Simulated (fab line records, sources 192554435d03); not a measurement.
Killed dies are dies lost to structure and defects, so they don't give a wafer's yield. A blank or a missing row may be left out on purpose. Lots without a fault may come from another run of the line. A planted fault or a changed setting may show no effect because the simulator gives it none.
fab line records | flow n5_finfet
record lots=5 wafers=15 last_day=18
route steps=1938 shown BEOL_M2@898
lots that met no fault: from a run of the same line without faults
start_h: hours from the record's first day to the start of the lot's first wafer shown | wait_h: hours since the lot's step before | " the same as in the row above | L1.1+2: a row that stands for several wafers | - no value, or no start given | * or withheld: withheld | < > ~ a bound
route shown NAME@n: a module of which the file shows steps, and the number in the route of the first | usual: mean/standard deviation of fault-free wafers | same: alike in all rows | chamber/n: place in a boat | sites: the reading at each site | _std_site: their standard deviation | _edge_site: outer sites' mean less inner sites' | radius_mm: how far each site lies from the wafer's centre | mask NAME#n: copy n | behind: the tool/chamber that last shaped the wafer | hold: why the lot was held/for how many hours/how that ended | device: the transistor (n, p or np) that didn't switch | end of line: the same wafers' tests at the end of the route | a step without rows: its recipe alone | killed: dies lost to structure and defects at the first sort, not the wafer's yield | map: a wafer's dies, x killed, . not, _ none there
set.NAME: the setting as run; set.NAME@STEP: as run at that earlier step | model.NAME: the simulator's own value behind a step, which no gauge read
lots at some steps of the route; a table a step, a row a wafer
services: from which hour (start_h, from the record's first day; less than 0 if before it) a tool's chamber was out of use, for how many hours, and why
## steps
# step N5_BEOL_M2_CD_MEAS_35
# recipe target_cd_nm=18 target_cd_y_nm=22.2 polarity=opening
# usual cd_nm=18.0/0.31
# columns lot.wafer tool chamber start_h wait_h cd_nm
L079.2 cd_sem-02 - 163.37 0.0 17.9
L079.4 " - " " 18.6
L079.6 " - " " 17.9
L081.4 cd_sem-03 - 179.80 0.0 17.8
L081.5 " - " " 17.8
L081.6 " - " " 17.9
L085.1 cd_sem-01 - 214.28 0.0 17.8
L085.4 " - " " 17.9
L085.5 " - " " 18.1
L093.1 cd_sem-02 - 263.46 0.0 18.4
L093.3 " - " " 18.3
L093.5 " - " " 18.2
L097.2 cd_sem-02 - 278.70 0.0 18.3
L097.3 " - " " 18.5
L097.6 " - " " 17.9
# step N5_BEOL_M2_DEGAS_44
# recipe ambient=vacuum temp_c=250 time_s=60
# usual heater_power_w=337/31
# columns lot.wafer tool chamber start_h wait_h heater_power_w
L079.2 pvd_sputter-03 - 163.83 0.5 332
L079.4 " - " " 400
L079.6 " - " " 329
L081.4 pvd_sputter-02 - 181.60 1.8 315
L081.5 " - " " 315
L081.6 " - " " 357
L085.1 pvd_sputter-03 - 214.41 0.1 331
L085.4 " - " " 395
L085.5 " - " " 386
L093.1 pvd_sputter-02 - 263.94 0.5 362
L093.3 " - " " 308
L093.5 " - " " 352
L097.2 pvd_sputter-02 - 278.97 0.3 334
L097.3 " - " " 307
L097.6 " - " " 313
# step N5_BEOL_M2_PRE_CLEAN_45
# recipe gas=H2/He time_s=30 temp_c=250
# usual heater_power_w=337/33
# columns lot.wafer tool chamber start_h wait_h heater_power_w
L079.2 pvd_sputter-03 - 163.87 0.0 325
L079.4 " - " " 410
L079.6 " - " " 329
L081.4 pvd_sputter-02 - 181.64 0.0 310
L081.5 " - " " 316
L081.6 " - " " 370
L085.1 pvd_sputter-03 - 214.45 0.0 343
L085.4 " - " " 407
L085.5 " - " " 399
L093.1 pvd_sputter-02 - 263.98 0.0 375
L093.3 " - " " 309
L093.5 " - " " 367
L097.2 pvd_sputter-02 - 279.01 0.0 338
L097.3 " - " " 307
L097.6 " - " " 317
# step N5_BEOL_M2_ALD_84
# recipe material=TaN target_thk_a=* temp_c=275 ald_precursor_family=PDMAT ald_co_reactant=NH3 pressure_torr=3 carrier_flow_sccm=1500 pulse_time_s=2 purge_time_s=3 co_reactant_purge_time_s=2 co_reactant_pulse_time_s=3 ald_cycles=30 precursor_vessel_temp_c=75 precursor_vessel_pressure_torr=26.25 precursor_vessel_carrier_sccm=1000
# usual heater_power_outer_w=236/21 heater_power_w=421/34
# columns lot.wafer tool chamber start_h wait_h heater_power_outer_w heater_power_w
L079.2 ald_metal-04 0 163.93 0.0 220 421
L079.4 " 1 " " 230 435
L079.6 " 1 " " 228 430
L081.4 ald_metal-04 3 181.81 0.1 228 388
L081.5 " 1 " " 231 440
L081.6 " 2 " " 266 436
L085.1 ald_metal-03 3 214.51 0.0 250 489
L085.4 " 1 " " 192 358
L085.5 " 3 " " 257 480
L093.1 ald_metal-03 1 264.04 0.0 188 357
L093.3 " 2 " " 246 413
L093.5 " 0 " " 237 435
L097.2 ald_metal-04 2 279.07 0.0 258 438
L097.3 " 0 " " 224 418
L097.6 " 3 " " 223 384
# step N5_BEOL_M2_SURFACE_TREAT_85
# recipe gas=Ar time_s=* ion_energy_ev=* ion_current_ma_cm2=0.5 pressure_mtorr=* ar_flow_sccm=30
# usual throttle_valve_pct=*
# columns lot.wafer tool chamber start_h wait_h throttle_valve_pct
L079.2 pvd_sputter-03 - 164.17 0.1 *
L079.4 " - " " *
L079.6 " - " " *
L081.4 pvd_sputter-02 - 182.04 0.1 *
L081.5 " - " " *
L081.6 " - " " *
L085.1 pvd_sputter-01 - 214.77 0.2 *
L085.4 " - " " *
L085.5 " - " " *
L093.1 pvd_sputter-01 - 264.59 0.4 *
L093.3 " - " " *
L093.5 " - " " *
L097.2 pvd_sputter-01 - 279.33 0.2 *
L097.3 " - " " *
L097.6 " - " " *
# step N5_BEOL_M2_CVD_47
# recipe material=Co target_thk_a=30 temp_c=withheld precursor=CCTBA/H2 pressure_torr=30 time_s=223.8
# columns lot.wafer tool chamber start_h wait_h
L079.2+4+6 cvd_co-01 2,1,0 164.23 0.0
L081.4+5+6 cvd_co-01 2,0,1 182.25 0.2
L085.1+4+5 cvd_co-01 1,0,1 214.83 0.0
L093.1+3+5 cvd_co-01 1,2,2 264.86 0.3
L097.2+3+6 cvd_co-02 0,1,1 279.41 0.1
# step N5_BEOL_M2_SPUTTER_48
# recipe material=Cu target_thk_a=45 temp_c=-20 chamber_pressure_pa=0.07 power_w=withheld time_s=8.29
# usual chuck_sensor_temp_C=-16.0/0.43 throttle_valve_pct=30.3/1.3
# columns lot.wafer tool chamber start_h wait_h chuck_sensor_temp_C throttle_valve_pct
L079.2 pvd_sputter-03 - 164.39 0.1 -16.2 32.5
L079.4 " - " " -16.1 32.3
L079.6 " - " " -17.1 28.5
L081.4 pvd_sputter-02 - 182.44 0.1 -15.9 31.0
L081.5 " - " " -15.8 31.5
L081.6 " - " " -16.1 28.0
L085.1 pvd_sputter-01 - 214.99 0.1 -16.0 31.4
L085.4 " - " " -16.2 28.9
L085.5 " - " " -16.5 29.2
L093.1 pvd_sputter-02 - 265.02 0.1 -15.7 31.3
L093.3 " - " " -15.2 30.0
L093.5 " - " " -15.2 30.0
L097.2 pvd_sputter-02 - 279.75 0.3 -15.4 30.1
L097.3 " - " " -15.9 31.1
L097.6 " - " " -15.9 27.9
# step N5_BEOL_M2_ANNEAL_49
# recipe temp_c=400 time_s=240 ambient=vacuum
# usual heater_power_w=841/85
# columns lot.wafer tool chamber start_h wait_h heater_power_w
L079.2 pvd_sputter-03 - 164.47 0.0 1013
L079.4 " - " " 1002
L079.6 " - " " 978
L081.4 pvd_sputter-02 - 182.52 0.0 766
L081.5 " - " " 768
L081.6 " - " " 825
L085.1 pvd_sputter-01 - 215.07 0.0 838
L085.4 " - " " 753
L085.5 " - " " 743
L093.1 pvd_sputter-02 - 265.10 0.0 776
L093.3 " - " " 909
L093.5 " - " " 911
L097.2 pvd_sputter-02 - 279.83 0.0 902
L097.3 " - " " 763
L097.6 " - " " 835
# step N5_BEOL_M2_SPUTTER_79
# recipe material=Cu target_thk_a=45 temp_c=-20 chamber_pressure_pa=0.07 power_w=withheld time_s=8.29
# usual chuck_sensor_temp_C=-16.0/0.44 throttle_valve_pct=30.3/1.3
# columns lot.wafer tool chamber start_h wait_h chuck_sensor_temp_C throttle_valve_pct
L079.2 pvd_sputter-03 - 164.61 0.1 -16.0 32.2
L079.4 " - " " -16.2 32.3
L079.6 " - " " -16.8 28.3
L081.4 pvd_sputter-02 - 182.66 0.1 -15.9 31.0
L081.5 " - " " -15.6 31.1
L081.6 " - " " -16.2 27.9
L085.1 pvd_sputter-01 - 215.21 0.1 -16.3 31.4
L085.4 " - " " -16.4 29.0
L085.5 " - " " -16.4 29.0
L093.1 pvd_sputter-02 - 265.24 0.1 -15.9 31.0
L093.3 " - " " -15.2 30.2
L093.5 " - " " -15.2 29.6
L097.2 pvd_sputter-02 - 279.97 0.1 -15.1 30.1
L097.3 " - " " -15.9 30.9
L097.6 " - " " -16.0 28.2
# step N5_BEOL_M2_ANNEAL_80
# recipe temp_c=400 time_s=240 ambient=vacuum
# usual heater_power_w=841/84
# columns lot.wafer tool chamber start_h wait_h heater_power_w
L079.2 pvd_sputter-03 - 164.69 0.0 1025
L079.4 " - " " 1026
L079.6 " - " " 975
L081.4 pvd_sputter-02 - 182.74 0.0 784
L081.5 " - " " 777
L081.6 " - " " 828
L085.1 pvd_sputter-01 - 215.29 0.0 846
L085.4 " - " " 736
L085.5 " - " " 733
L093.1 pvd_sputter-02 - 265.32 0.0 782
L093.3 " - " " 914
L093.5 " - " " 877
L097.2 pvd_sputter-02 - 280.05 0.0 914
L097.3 " - " " 801
L097.6 " - " " 850
# step N5_BEOL_M2_SPUTTER_81
# recipe material=Cu target_thk_a=45 temp_c=-20 chamber_pressure_pa=0.07 power_w=withheld time_s=8.29
# usual chuck_sensor_temp_C=-16.0/0.44 throttle_valve_pct=30.3/1.2
# columns lot.wafer tool chamber start_h wait_h chuck_sensor_temp_C throttle_valve_pct
L079.2 pvd_sputter-03 - 164.83 0.1 -16.2 32.2
L079.4 " - " " -16.1 32.2
L079.6 " - " " -16.8 28.2
L081.4 pvd_sputter-02 - 182.88 0.1 -15.9 30.9
L081.5 " - " " -15.8 30.9
L081.6 " - " " -16.0 27.8
L085.1 pvd_sputter-01 - 215.43 0.1 -16.1 31.4
L085.4 " - " " -16.2 29.0
L085.5 " - " " -16.4 29.0
L093.1 pvd_sputter-02 - 265.46 0.1 -16.0 31.5
L093.3 " - " " -15.2 29.8
L093.5 " - " " -15.2 30.1
L097.2 pvd_sputter-02 - 280.19 0.1 -15.4 30.0
L097.3 " - " " -15.9 31.2
L097.6 " - " " -16.2 27.9
# step N5_BEOL_M2_ANNEAL_82
# recipe temp_c=400 time_s=240 ambient=vacuum
# usual heater_power_w=844/85
# columns lot.wafer tool chamber start_h wait_h heater_power_w
L079.2 pvd_sputter-03 - 164.91 0.0 1021
L079.4 " - " " 1017
L079.6 " - " " 960
L081.4 pvd_sputter-02 - 182.96 0.0 786
L081.5 " - " " 765
L081.6 " - " " 837
L085.1 pvd_sputter-01 - 215.51 0.0 859
L085.4 " - " " 752
L085.5 " - " " 736
L093.1 pvd_sputter-02 - 265.54 0.0 790
L093.3 " - " " 893
L093.5 " - " " 895
L097.2 pvd_sputter-02 - 280.27 0.0 905
L097.3 " - " " 771
L097.6 " - " " 851
# step N5_BEOL_M2_SPUTTER_86
# recipe material=Cu target_thk_a=45 temp_c=-20 chamber_pressure_pa=0.07 power_w=withheld time_s=8.29
# usual chuck_sensor_temp_C=-16.0/0.43 throttle_valve_pct=30.3/1.3
# columns lot.wafer tool chamber start_h wait_h chuck_sensor_temp_C throttle_valve_pct
L079.2 pvd_sputter-03 - 165.05 0.1 -15.9 32.4
L079.4 " - " " -16.1 32.5
L079.6 " - " " -16.8 28.1
L081.4 pvd_sputter-02 - 183.10 0.1 -15.9 31.0
L081.5 " - " " -15.9 31.2
L081.6 " - " " -16.0 27.8
L085.1 pvd_sputter-01 - 215.65 0.1 -16.0 31.4
L085.4 " - " " -16.2 29.4
L085.5 " - " " -16.3 29.1
L093.1 pvd_sputter-02 - 265.68 0.1 -15.8 31.3
L093.3 " - " " -15.1 30.0
L093.5 " - " " -15.3 30.1
L097.2 pvd_sputter-02 - 280.41 0.1 -15.2 29.8
L097.3 " - " " -15.9 30.9
L097.6 " - " " -16.2 27.8
# step N5_BEOL_M2_ANNEAL_87
# recipe temp_c=400 time_s=240 ambient=vacuum
# usual heater_power_w=841/83
# columns lot.wafer tool chamber start_h wait_h heater_power_w
L079.2 pvd_sputter-03 - 165.13 0.0 1022
L079.4 " - " " 982
L079.6 " - " " 958
L081.4 pvd_sputter-02 - 183.18 0.0 780
L081.5 " - " " 761
L081.6 " - " " 840
L085.1 pvd_sputter-01 - 215.73 0.0 843
L085.4 " - " " 758
L085.5 " - " " 743
L093.1 pvd_sputter-02 - 265.76 0.0 774
L093.3 " - " " 894
L093.5 " - " " 896
L097.2 pvd_sputter-02 - 280.49 0.0 902
L097.3 " - " " 773
L097.6 " - " " 848
# step N5_BEOL_M2_SPUTTER_88
# recipe material=Cu target_thk_a=45 temp_c=-20 chamber_pressure_pa=0.07 power_w=withheld time_s=8.29
# usual chuck_sensor_temp_C=-16.0/0.44 throttle_valve_pct=30.3/1.3
# columns lot.wafer tool chamber start_h wait_h chuck_sensor_temp_C throttle_valve_pct
L079.2 pvd_sputter-03 - 165.27 0.1 -16.0 32.4
L079.4 " - " " -16.2 32.3
L079.6 " - " " -16.9 28.4
L081.4 pvd_sputter-02 - 183.32 0.1 -15.9 30.9
L081.5 " - " " -15.8 31.4
L081.6 " - " " -16.1 28.0
L085.1 pvd_sputter-01 - 215.87 0.1 -16.0 31.2
L085.4 " - " " -16.3 29.0
L085.5 " - " " -16.2 29.2
L093.1 pvd_sputter-02 - 265.90 0.1 -16.0 31.2
L093.3 " - " " -15.2 29.7
L093.5 " - " " -15.2 29.9
L097.2 pvd_sputter-02 - 280.63 0.1 -15.1 29.9
L097.3 " - " " -15.9 31.1
L097.6 " - " " -16.1 27.6
# step N5_BEOL_M2_ANNEAL_89
# recipe temp_c=400 time_s=240 ambient=vacuum
# usual heater_power_w=841/82
# columns lot.wafer tool chamber start_h wait_h heater_power_w
L079.2 pvd_sputter-03 - 165.35 0.0 1006
L079.4 " - " " 1009
L079.6 " - " " 968
L081.4 pvd_sputter-02 - 183.40 0.0 775
L081.5 " - " " 795
L081.6 " - " " 852
L085.1 pvd_sputter-01 - 215.95 0.0 843
L085.4 " - " " 777
L085.5 " - " " 743
L093.1 pvd_sputter-02 - 265.98 0.0 784
L093.3 " - " " 900
L093.5 " - " " 894
L097.2 pvd_sputter-02 - 280.71 0.0 887
L097.3 " - " " 754
L097.6 " - " " 852
# step N5_BEOL_M2_SPUTTER_90
# recipe material=Cu target_thk_a=45 temp_c=-20 chamber_pressure_pa=0.07 power_w=withheld time_s=8.29
# usual chuck_sensor_temp_C=-16.0/0.45 throttle_valve_pct=30.3/1.3
# columns lot.wafer tool chamber start_h wait_h chuck_sensor_temp_C throttle_valve_pct
L079.2 pvd_sputter-03 - 165.49 0.1 -16.3 32.4
L079.4 " - " " -16.0 32.6
L079.6 " - " " -17.1 28.0
L081.4 pvd_sputter-02 - 183.54 0.1 -15.8 30.9
L081.5 " - " " -16.0 31.0
L081.6 " - " " -16.2 27.8
L085.1 pvd_sputter-01 - 216.09 0.1 -16.2 31.5
L085.4 " - " " -16.4 29.1
L085.5 " - " " -16.2 28.9
L093.1 pvd_sputter-02 - 266.12 0.1 -16.0 31.1
L093.3 " - " " -15.2 30.0
L093.5 " - " " -15.3 29.8
L097.2 pvd_sputter-02 - 280.85 0.1 -15.4 30.0
L097.3 " - " " -16.0 31.7
L097.6 " - " " -16.1 28.0
# step N5_BEOL_M2_ANNEAL_91
# recipe temp_c=400 time_s=240 ambient=vacuum
# usual heater_power_w=841/85
# columns lot.wafer tool chamber start_h wait_h heater_power_w
L079.2 pvd_sputter-03 - 165.57 0.0 1029
L079.4 " - " " 1016
L079.6 " - " " 964
L081.4 pvd_sputter-02 - 183.62 0.0 794
L081.5 " - " " 763
L081.6 " - " " 833
L085.1 pvd_sputter-01 - 216.17 0.0 846
L085.4 " - " " 744
L085.5 " - " " 754
L093.1 pvd_sputter-02 - 266.20 0.0 781
L093.3 " - " " 924
L093.5 " - " " 899
L097.2 pvd_sputter-02 - 280.93 0.0 902
L097.3 " - " " 777
L097.6 " - " " 819
# step N5_BEOL_M2_SPUTTER_92
# recipe material=Cu target_thk_a=45 temp_c=-20 chamber_pressure_pa=0.07 power_w=withheld time_s=8.29
# usual chuck_sensor_temp_C=-16.0/0.45 throttle_valve_pct=30.3/1.3
# columns lot.wafer tool chamber start_h wait_h chuck_sensor_temp_C throttle_valve_pct
L079.2 pvd_sputter-03 - 166.62 1.0 -16.0 32.2
L079.4 " - " " -16.0 32.4
L079.6 " - " " -17.0 28.3
L081.4 pvd_sputter-02 - 183.76 0.1 -15.9 31.3
L081.5 " - " " -15.7 31.3
L081.6 " - " " -15.8 27.9
L085.1 pvd_sputter-01 - 216.31 0.1 -16.1 31.5
L085.4 " - " " -16.5 29.1
L085.5 " - " " -16.4 29.1
L093.1 pvd_sputter-02 - 266.34 0.1 -15.8 31.1
L093.3 " - " " -15.3 29.9
L093.5 " - " " -15.2 30.1
L097.2 pvd_sputter-02 - 281.07 0.1 -15.1 29.9
L097.3 " - " " -16.0 31.3
L097.6 " - " " -16.0 28.2
# step N5_BEOL_M2_ANNEAL_93
# recipe temp_c=400 time_s=240 ambient=vacuum
# usual heater_power_w=844/83
# columns lot.wafer tool chamber start_h wait_h heater_power_w
L079.2 pvd_sputter-03 - 166.70 0.0 998
L079.4 " - " " 1016
L079.6 " - " " 985
L081.4 pvd_sputter-02 - 183.84 0.0 776
L081.5 " - " " 783
L081.6 " - " " 846
L085.1 pvd_sputter-01 - 216.39 0.0 857
L085.4 " - " " 740
L085.5 " - " " 767
L093.1 pvd_sputter-02 - 266.42 0.0 781
L093.3 " - " " 905
L093.5 " - " " 909
L097.2 pvd_sputter-02 - 281.15 0.0 909
L097.3 " - " " 785
L097.6 " - " " 819
# step N5_BEOL_M2_SPUTTER_94
# recipe material=Cu target_thk_a=45 temp_c=-20 chamber_pressure_pa=0.07 power_w=withheld time_s=8.29
# usual chuck_sensor_temp_C=-16.0/0.45 throttle_valve_pct=30.3/1.3
# columns lot.wafer tool chamber start_h wait_h chuck_sensor_temp_C throttle_valve_pct
L079.2 pvd_sputter-03 - 166.84 0.1 -16.0 32.3
L079.4 " - " " -15.9 32.4
L079.6 " - " " -17.0 28.3
L081.4 pvd_sputter-02 - 183.98 0.1 -15.8 31.2
L081.5 " - " " -16.0 31.1
L081.6 " - " " -15.8 27.8
L085.1 pvd_sputter-01 - 216.53 0.1 -16.2 31.4
L085.4 " - " " -16.3 28.8
L085.5 " - " " -16.3 29.0
L093.1 pvd_sputter-02 - 266.56 0.1 -16.0 31.1
L093.3 " - " " -15.2 30.0
L093.5 " - " " -15.1 29.9
L097.2 pvd_sputter-02 - 281.29 0.1 -15.2 29.8
L097.3 " - " " -16.0 31.0
L097.6 " - " " -16.0 28.0
# step N5_BEOL_M2_ANNEAL_95
# recipe temp_c=400 time_s=240 ambient=vacuum
# usual heater_power_w=841/84
# columns lot.wafer tool chamber start_h wait_h heater_power_w
L079.2 pvd_sputter-03 - 166.92 0.0 1007
L079.4 " - " " 981
L079.6 " - " " 977
L081.4 pvd_sputter-02 - 184.06 0.0 783
L081.5 " - " " 770
L081.6 " - " " 848
L085.1 pvd_sputter-01 - 216.61 0.0 851
L085.4 " - " " 719
L085.5 " - " " 769
L093.1 pvd_sputter-02 - 266.64 0.0 764
L093.3 " - " " 885
L093.5 " - " " 907
L097.2 pvd_sputter-02 - 281.37 0.0 902
L097.3 " - " " 758
L097.6 " - " " 849
# step N5_BEOL_M2_SPUTTER_96
# recipe material=Cu target_thk_a=45 temp_c=-20 chamber_pressure_pa=0.07 power_w=withheld time_s=8.29
# usual chuck_sensor_temp_C=-16.0/0.43 throttle_valve_pct=30.3/1.3
# columns lot.wafer tool chamber start_h wait_h chuck_sensor_temp_C throttle_valve_pct
L079.2 pvd_sputter-03 - 167.06 0.1 -16.0 32.2
L079.4 " - " " -16.0 32.2
L079.6 " - " " -17.1 28.3
L081.4 pvd_sputter-02 - 184.20 0.1 -16.0 30.9
L081.5 " - " " -16.0 31.0
L081.6 " - " " -16.1 27.7
L085.1 pvd_sputter-01 - 216.75 0.1 -15.9 31.5
L085.4 " - " " -16.3 29.3
L085.5 " - " " -16.3 29.1
L093.1 pvd_sputter-02 - 266.78 0.1 -15.7 31.4
L093.3 " - " " -15.3 30.0
L093.5 " - " " -15.4 29.8
L097.2 pvd_sputter-02 - 281.51 0.1 -15.3 29.9
L097.3 " - " " -15.9 31.2
L097.6 " - " " -16.0 27.8
# step N5_BEOL_M2_ECD_50
# recipe material=Cu target_thk_a=3000
# columns lot.wafer tool chamber start_h wait_h
L079.2+4+6 ecd_cu-01 0,0,1 167.18 0.1
L081.4+5+6 ecd_cu-01 1,1,0 184.34 0.1
L085.1+4+5 ecd_cu-01 1,1,0 216.87 0.1
L093.1+3+5 ecd_cu-02 0,1,0 266.90 0.1
L097.2+3+6 ecd_cu-02 1,0,0 281.63 0.1
# step N5_BEOL_M2_ANNEAL_51
# recipe temp_c=225 time_s=90 ambient=N2
# usual wafer_temp_C_max=225.9/0.41
# columns lot.wafer tool chamber start_h wait_h wafer_temp_C_max
L079.2 rtp_anneal-02 0 167.30 0.1 225.7
L079.4 " 0 " " 225.4
L079.6 " 0 " " 225.6
L081.4 rtp_anneal-01 0 184.58 0.2 226.3
L081.5 " 0 " " 226.8
L081.6 " 0 " " 225.9
L085.1 rtp_anneal-02 0 216.95 0.1 225.4
L085.4 " 0 " " 225.2
L085.5 " 0 " " 225.9
L093.1 rtp_anneal-02 0 266.98 0.1 225.5
L093.3 " 0 " " 225.6
L093.5 " 0 " " 226.0
L097.2 rtp_anneal-02 0 282.00 0.3 225.5
L097.3 " 0 " " 225.5
L097.6 " 0 " " 225.7
# step N5_BEOL_M2_CMP_52
# recipe stop_on=SiOC t_overpolish_s=6.8 down_force_psi=1 platen_rpm=50 clearing_platen_down_force_psi=1.5 clearing_platen_rpm=50 post_cmp_clean=cu_alkaline target_thk_nm=40 clearing_platen_pad_velocity_m_s=0.99484 pad_velocity_m_s=0.99484
# usual barrier_field_endpoint_s=24.7/0.74 motor_current_A=5.9/0.5 overpolish_run_s=6.799/0.0092 time_to_endpoint_s=63/3.3
# columns lot.wafer tool chamber start_h wait_h barrier_field_endpoint_s motor_current_A overpolish_run_s time_to_endpoint_s
L079.2 cmp-03 2 167.56 0.2 24.9 6.5 6.795 65
L079.4 " 0 " " 25.7 4.9 6.789 65
L079.6 " 2 " " 25.1 6.1 6.797 61
L081.4 cmp-03 2 184.82 0.2 25.9 6.3 6.795 67
L081.5 " 0 " " 25.6 5.3 6.798 66
L081.6 " 1 " " 25.0 6.5 6.807 59
L085.1 cmp-01 3 217.24 0.3 24.3 6.4 6.807 60
L085.4 " 2 " " 24.7 5.6 6.793 63
L085.5 " 3 " " 24.7 6.2 6.802 61
L093.1 cmp-03 1 267.27 0.3 23.3 6.7 6.796 58
L093.3 " 2 " " 23.8 6.4 6.794 61
L093.5 " 1 " " 23.6 6.3 6.818 58
L097.3 cmp-01 0 282.34 0.3 24.4 5.5 6.805 60
L097.2 " 1 " " 24.1 5.5 6.807 62
L097.6 " 3 " " 24.1 6.5 6.799 60
# step N5_BEOL_M2_THK_MEAS_53
# recipe thk_meas_gauge=xrf reads=Cu_of_BEOL_M2_ECD_50
# usual M2_THK=40.9/1.4
# columns lot.wafer tool chamber start_h wait_h M2_THK[nm]
L079.2 film_metro-01 - 167.85 - 39.4
L079.4 " - " " 38.7
L079.6 " - " " 39.6
L081.4 film_metro-02 - 185.04 - 39.2
L081.5 " - " " 39.6
L081.6 " - " " 39.8
L085.1 film_metro-02 - 217.54 - 41.7
L085.4 " - " " 42.7
L085.5 " - " " 39.8
L093.1 film_metro-02 - 267.57 - 40.7
L093.3 " - " " 42.2
L093.5 " - " " 39.6
L097.2 film_metro-02 - 282.56 - 41.3
L097.3 " - " " 42.2
L097.6 " - " " 39.6
# step N5_BEOL_M2_PRE_CLEAN_60
# recipe gas=NH3/H2 time_s=15 temp_c=* rf_power_w=300
# usual heater_power_outer_w=29/18 heater_power_w=97/35
# columns lot.wafer tool chamber start_h wait_h heater_power_outer_w heater_power_w
L079.2 cvd_co-01 0 167.89 0.0 46 128
L079.4 " 1 " " 46 125
L079.6 " 0 " " 47 129
L081.4 cvd_co-01 2 185.10 0.1 6 53
L081.5 " 0 " " 48 130
L081.6 " 1 " " 48 125
L085.1 cvd_co-02 0 217.58 0.0 45 130
L085.4 " 0 " " 45 133
L085.5 " 1 " " 6 53
L093.1 cvd_co-01 2 267.61 0.0 6 53
L093.3 " 1 " " 46 126
L093.5 " 2 " " 6 54
L097.2 cvd_co-01 1 282.59 0.0 47 127
L097.3 " 2 " " 6 55
L097.6 " 0 " " 48 126
# step N5_BEOL_M2_CO_CAP_55
# recipe material=Co target_thk_a=20 temp_c=200 precursor=CCTBA/H2 pressure_torr=30 time_s=102.1
# usual heater_power_outer_w=134/23 heater_power_w=251/43
# columns lot.wafer tool chamber start_h wait_h heater_power_outer_w heater_power_w
L079.2 cvd_co-01 0 167.93 0.0 155 292
L079.4 " 1 " " 158 286
L079.6 " 0 " " 155 293
L081.4 cvd_co-01 2 185.15 0.0 106 195
L081.5 " 0 " " 160 284
L081.6 " 1 " " 157 283
L085.1 cvd_co-02 0 217.62 0.0 153 301
L085.4 " 0 " " 154 284
L085.5 " 1 " " 101 195
L093.1 cvd_co-01 2 267.65 0.0 105 203
L093.3 " 1 " " 160 288
L093.5 " 2 " " 104 194
L097.2 cvd_co-01 1 282.63 0.0 155 283
L097.3 " 2 " " 105 201
L097.6 " 0 " " 158 294
# step N5_BEOL_M2_PRE_CLEAN_56
# recipe gas=NH3 time_s=15 temp_c=withheld rf_power_w=300
# columns lot.wafer tool chamber start_h wait_h
L079.2+4+6 pecvd-01 2,0,2 168.02 0.1
L081.4+5+6 pecvd-02 1,0,2 185.22 0.0
L085.1+4+5 pecvd-01 1,1,0 217.71 0.1
L093.1+3+5 pecvd-02 0,1,1 267.74 0.1
L097.2+3+6 pecvd-04 2,1,0 282.73 0.1
# step N5_BEOL_M2_DEP_57
# recipe material=SiCN target_thk_a=80 temp_c=withheld precursor=3MS/NH3 pressure_torr=3 rf_w=202 time_s=14
# usual showerhead_plenum_p_Torr=3.672/0.012 throttle_valve_pct=9.0/0.42
# columns lot.wafer tool chamber start_h wait_h showerhead_plenum_p_Torr throttle_valve_pct
L079.2 pecvd-01 2 168.04 0.0 3.689 8.9
L079.4 " 0 " " 3.663 9.2
L079.6 " 2 " " 3.692 8.5
L081.4 pecvd-02 1 185.25 0.0 3.659 9.4
L081.5 " 0 " " 3.683 9.0
L081.6 " 2 " " 3.660 8.9
L085.1 pecvd-01 1 217.74 0.0 3.679 9.5
L085.4 " 1 " " 3.670 9.3
L085.5 " 0 " " 3.658 8.9
L093.1 pecvd-02 0 267.76 0.0 3.701 8.8
L093.3 " 1 " " 3.665 9.4
L093.5 " 1 " " 3.673 9.4
L097.2 pecvd-04 2 282.75 0.0 3.679 8.3
L097.3 " 1 " " 3.656 9.9
L097.6 " 0 " " 3.655 8.8
# step N5_BEOL_M2_RS_MEAS_58
# recipe thk_meas_gauge=four-point-probe reads=Co_of_BEOL_M2_CO_CAP_55+Cu_of_BEOL_M2_ECD_50+Co_of_BEOL_M2_CVD_47+TaN_of_BEOL_M2_ALD_84
# usual M2_RS=0.67/0.03
# columns lot.wafer tool chamber start_h wait_h M2_RS[ohm/sq]
L079.2 film_metro-02 - 168.11 0.1 0.70
L079.4 " - " " 0.72
L079.6 " - " " 0.69
L081.4 film_metro-01 - 185.30 0.0 0.72
L081.5 " - " " 0.70
L081.6 " - " " 0.70
L085.1 film_metro-02 - 217.83 0.1 0.66
L085.4 " - " " 0.64
L085.5 " - " " 0.70
L093.1 film_metro-02 - 267.83 0.0 0.67
L093.3 " - " " 0.64
L093.5 " - " " 0.70
L097.2 film_metro-02 - 282.82 0.1 0.66
L097.3 " - " " 0.64
L097.6 " - " " 0.69
# step N5_BEOL_M2_INSPECT_59
# recipe inspect_instrument=darkfield mode=post_dep
# usual raw_defect_count=73/21
# columns lot.wafer tool chamber start_h wait_h raw_defect_count
L079.2 defect_inspect-02 - 168.14 0.0 98
L079.4 " - " " 78
L079.6 " - " " 51
L081.4 defect_inspect-01 - 185.33 0.0 61
L081.5 " - " " 51
L081.6 " - " " 47
L085.1 defect_inspect-01 - 217.85 0.0 60
L085.4 " - " " 60
L085.5 " - " " 50
L093.1 defect_inspect-02 - 267.85 0.0 64
L093.3 " - " " 88
L093.5 " - " " 53
L097.2 defect_inspect-02 - 282.84 0.0 47
L097.3 " - " " 58
L097.6 " - " " 79
## services
# columns tool chamber start_h hours kind
cvd_co-02 2 166.16 9.0 repair
pecvd-01 2 169.32 2.1 scheduled_down
pecvd-04 0 178.14 6.4 repair
pecvd-02 - 181.06 0.7 repair
pecvd-01 - 191.71 0.4 repair
pecvd-01 2 202.38 - clean
pecvd-01 2 202.38 - consumable_replace:showerhead
pecvd-01 2 202.38 29.0 scheduled_down
pecvd-01 2 202.38 29.0 vent_cycle
pecvd-02 2 213.72 5.5 scheduled_down
cmp-03 - 218.25 0.6 repair
cmp-01 - 232.31 3.4 repair
ald_metal-03 - 234.39 8.7 pm
cvd_co-02 2 235.07 3.4 repair
cmp-03 - 235.84 10.2 pm
ald_metal-03 3 243.38 8.7 repair
ecd_cu-02 - 250.17 7.2 pm
cvd_co-01 0 252.59 8.9 repair
cvd_co-02 1 258.73 4.7 repair
cmp-03 - 261.17 4.2 repair
cvd_co-02 - 262.55 6.0 pm
pecvd-04 2 266.62 5.5 scheduled_down
rtp_anneal-01 - 280.92 5.7 pm
pecvd-02 1 281.52 5.5 scheduled_down
## key
fault none
